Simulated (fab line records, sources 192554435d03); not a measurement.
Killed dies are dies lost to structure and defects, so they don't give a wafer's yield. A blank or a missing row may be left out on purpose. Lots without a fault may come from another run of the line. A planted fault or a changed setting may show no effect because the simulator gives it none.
Which tool did it? | flow n5_finfet | 11 lots, 33 wafers sampled, at 5 steps of a route of 1938

WHAT THE GAUGES READ, wafer by wafer
The record holds no reading of a measuring or inspecting step that can be judged against a usual standard deviation.

WHICH TOOL RAN EACH LOT (tool, then ch and the chambers of the sampled wafers, then the start)
lot  | N5_BEOL_M15_SPUTTER_44       | N5_BEOL_M15_SPUTTER_45       | N5_BEOL_M15_CMP_49            | N5_MIM_TOP_ALD_00                | N5_PASSIVATION_PROBE_49
L771 | pvd_sputter-01, day 11 16:30 | pvd_sputter-01, day 11 16:35 | cmp-03 ch 0,3, day 11 17:24   | ald_hk-01 ch 1,2,3, day 11 19:19 | -
L774 | pvd_sputter-02, day 12 12:43 | pvd_sputter-02, day 12 12:48 | cmp-03 ch 0,1,2, day 12 13:27 | ald_hk-02 ch 0,1,2, day 12 15:11 | prober-02, day 13 07:00
L772 | pvd_sputter-02, day 12 18:54 | pvd_sputter-02, day 12 18:59 | cmp-04 ch 1,2, day 12 19:53   | ald_hk-01 ch 0,1,3, day 12 23:19 | -
L776 | pvd_sputter-02, day 13 01:07 | pvd_sputter-02, day 13 01:11 | cmp-04 ch 0,1,2, day 13 02:03 | ald_hk-01 ch 0,2,3, day 13 03:57 | -
L775 | pvd_sputter-03, day 13 03:50 | pvd_sputter-03, day 13 03:55 | cmp-04 ch 0,3, day 13 04:34   | ald_hk-02 ch 1,2,3, day 13 06:35 | -
L779 | pvd_sputter-02, day 14 10:40 | pvd_sputter-02, day 14 10:45 | cmp-03 ch 0,1,2, day 14 11:25 | ald_hk-02 ch 0,1,3, day 14 13:43 | prober-02, day 15 04:22
L780 | pvd_sputter-01, day 14 13:56 | pvd_sputter-01, day 14 14:01 | cmp-04 ch 0,1, day 14 14:41   | ald_hk-03 ch 1,3, day 14 16:59   | -
L777 | pvd_sputter-02, day 14 19:59 | pvd_sputter-02, day 14 20:04 | cmp-04 ch 0,1, day 14 20:43   | ald_hk-01 ch 1,3, day 14 23:45   | -
L782 | pvd_sputter-03, day 14 20:01 | pvd_sputter-03, day 14 20:05 | cmp-02 ch 0,1, day 14 20:46   | ald_hk-03 ch 1,2,3, day 15 00:05 | -
L788 | pvd_sputter-03, day 16 15:10 | pvd_sputter-03, day 16 15:14 | cmp-04 ch 0,1,3, day 16 16:21 | ald_hk-01 ch 1,2,3, day 16 19:50 | prober-02, day 17 08:34
L793 | pvd_sputter-01, day 18 23:04 | pvd_sputter-01, day 18 23:08 | cmp-04 ch 2,3, day 19 00:42   | ald_hk-01 ch 2,3, day 19 03:20   | -
- N5_BEOL_M15_SPUTTER_44: material Ta, target thk 15 nm, time 24.19 s.
- N5_BEOL_M15_SPUTTER_45: material Cu, target thk 100 nm, time 16.67 s.
- N5_BEOL_M15_CMP_49: polishes, stops on SiO2, t overpolish 4.9 s, target thk 850 nm.
- N5_MIM_TOP_ALD_00: deposits Al2O3, purge time 3 s, co reactant pulse time 3 s.
- N5_PASSIVATION_PROBE_49

WHAT THE TOOLS THEMSELVES READ (means of the sampled wafers that have a number; where no wafer has one, the mark that the record gives instead)
N5_BEOL_M15_SPUTTER_44.
lot  | tool           | substrate_temp_c (C) | throttle_valve_pct (%)
L771 | pvd_sputter-01 | 50.06                | 29.1
L774 | pvd_sputter-02 | 50.04                | 27.8
L772 | pvd_sputter-02 | 50.07                | 29.1
L776 | pvd_sputter-02 | 49.96                | 28.7
L775 | pvd_sputter-03 | 50.00                | 29.9
L779 | pvd_sputter-02 | 50.02                | 29.8
L780 | pvd_sputter-01 | 49.89                | 28.8
L777 | pvd_sputter-02 | 49.96                | 29.2
L782 | pvd_sputter-03 | 50.06                | 29.5
L788 | pvd_sputter-03 | 49.93                | 29.4
L793 | pvd_sputter-01 | 49.99                | 30.1

N5_BEOL_M15_SPUTTER_45.
lot  | tool           | substrate_temp_c (C) | throttle_valve_pct (%)
L771 | pvd_sputter-01 | -20.11               | 29.3
L774 | pvd_sputter-02 | -20.01               | 27.8
L772 | pvd_sputter-02 | -19.89               | 29.1
L776 | pvd_sputter-02 | -20.00               | 28.5
L775 | pvd_sputter-03 | -20.01               | 29.8
L779 | pvd_sputter-02 | -19.95               | 29.6
L780 | pvd_sputter-01 | -19.99               | 29.0
L777 | pvd_sputter-02 | -19.97               | 29.2
L782 | pvd_sputter-03 | -20.07               | 29.5
L788 | pvd_sputter-03 | -20.03               | 29.3
L793 | pvd_sputter-01 | -20.00               | 30.2

N5_BEOL_M15_CMP_49.
lot  | tool   | barrier_field_endpoint_s (s) | motor_current_A (A) | overpolish_run_s (s) | slurry_filter_dp_kPa (kPa)
L771 | cmp-03 | 11.81                        | 7.6                 | 4.904                | 13.55
L774 | cmp-03 | 11.45                        | 7.9                 | 4.892                | 13.44
L772 | cmp-04 | 11.20                        | 8.1                 | 4.906                | 13.45
L776 | cmp-04 | 11.42                        | 8.2                 | 4.902                | 13.37
L775 | cmp-04 | 11.64                        | 6.9                 | 4.898                | 13.60
L779 | cmp-03 | 11.45                        | 7.9                 | 4.891                | 13.42
L780 | cmp-04 | 11.72                        | 7.3                 | 4.890                | 13.51
L777 | cmp-04 | 11.39                        | 7.4                 | 4.906                | 13.42
L782 | cmp-02 | 11.32                        | 7.2                 | 4.898                | 13.52
L788 | cmp-04 | 11.12                        | 7.0                 | 4.902                | 13.35
L793 | cmp-04 | 11.98                        | 7.3                 | 4.901                | 13.42

N5_MIM_TOP_ALD_00.
lot  | tool      | precursor_pulse_height_rel
L771 | ald_hk-01 | 0.997
L774 | ald_hk-02 | 1.006
L772 | ald_hk-01 | 1.014
L776 | ald_hk-01 | 0.985
L775 | ald_hk-02 | 1.015
L779 | ald_hk-02 | 0.999
L780 | ald_hk-03 | 1.007
L777 | ald_hk-01 | 0.988
L782 | ald_hk-03 | 1.001
L788 | ald_hk-01 | 0.986
L793 | ald_hk-01 | 0.978

N5_PASSIVATION_PROBE_49.
lot  | tool      | defect_limited_yield (%) | killed_at_M0_to_M3 | killed_at_M4_up | killed_at_contacts | killed_at_front_end | killed_at_other | killed_dies | killed_open | killed_short | sort_bin_5_function (%) | sort_bin_6_memory (%) | sort_n_pass | sort_yield_pct (%)
L774 | prober-02 | 89.4                     | 45                 | 19              | 18                 | 39                  | 3.3             | 125         | 83          | 41           | 6.3                     | 4.0                   | 1055        | 89.4
L779 | prober-02 | 89.9                     | 37                 | 17              | 13                 | 44                  | 7.7             | 119         | 77          | 40           | 5.9                     | 3.7                   | 1061        | 89.9
L788 | prober-02 | 87.8                     | 23                 | 57              | 15                 | 45                  | 3.7             | 143         | 74          | 32           | 7.0                     | 4.3                   | 1037        | 87.8

THE ANSWER, worked out from the rows above alone
Rule: what is usual is taken from the lots themselves. Put in order of their means at a reading, lots are off if they are a third of the lots or fewer, leave a main group of 4 or more, and stand apart from it by a gap of 3 or more times the standard deviation of the main group's means; of several such gaps the widest counts. A main group whose means are all the same, to the digits that the tables above print for the reading, isn't used. A lot without any number at a reading at which 4 lots or more have one is off too. The other lots that the step has rows for count as sound. The gauges are gone through in route order, then the tools' own readings, and for those a lot's mean is taken as printed above. The first step at which some lot is off is used, and at that step the reading that is off furthest; a lot without a number counts as furthest.
No lot is off at any reading shown: from this, nothing can be told.

WHAT THE SIMULATOR HAD PUT IN
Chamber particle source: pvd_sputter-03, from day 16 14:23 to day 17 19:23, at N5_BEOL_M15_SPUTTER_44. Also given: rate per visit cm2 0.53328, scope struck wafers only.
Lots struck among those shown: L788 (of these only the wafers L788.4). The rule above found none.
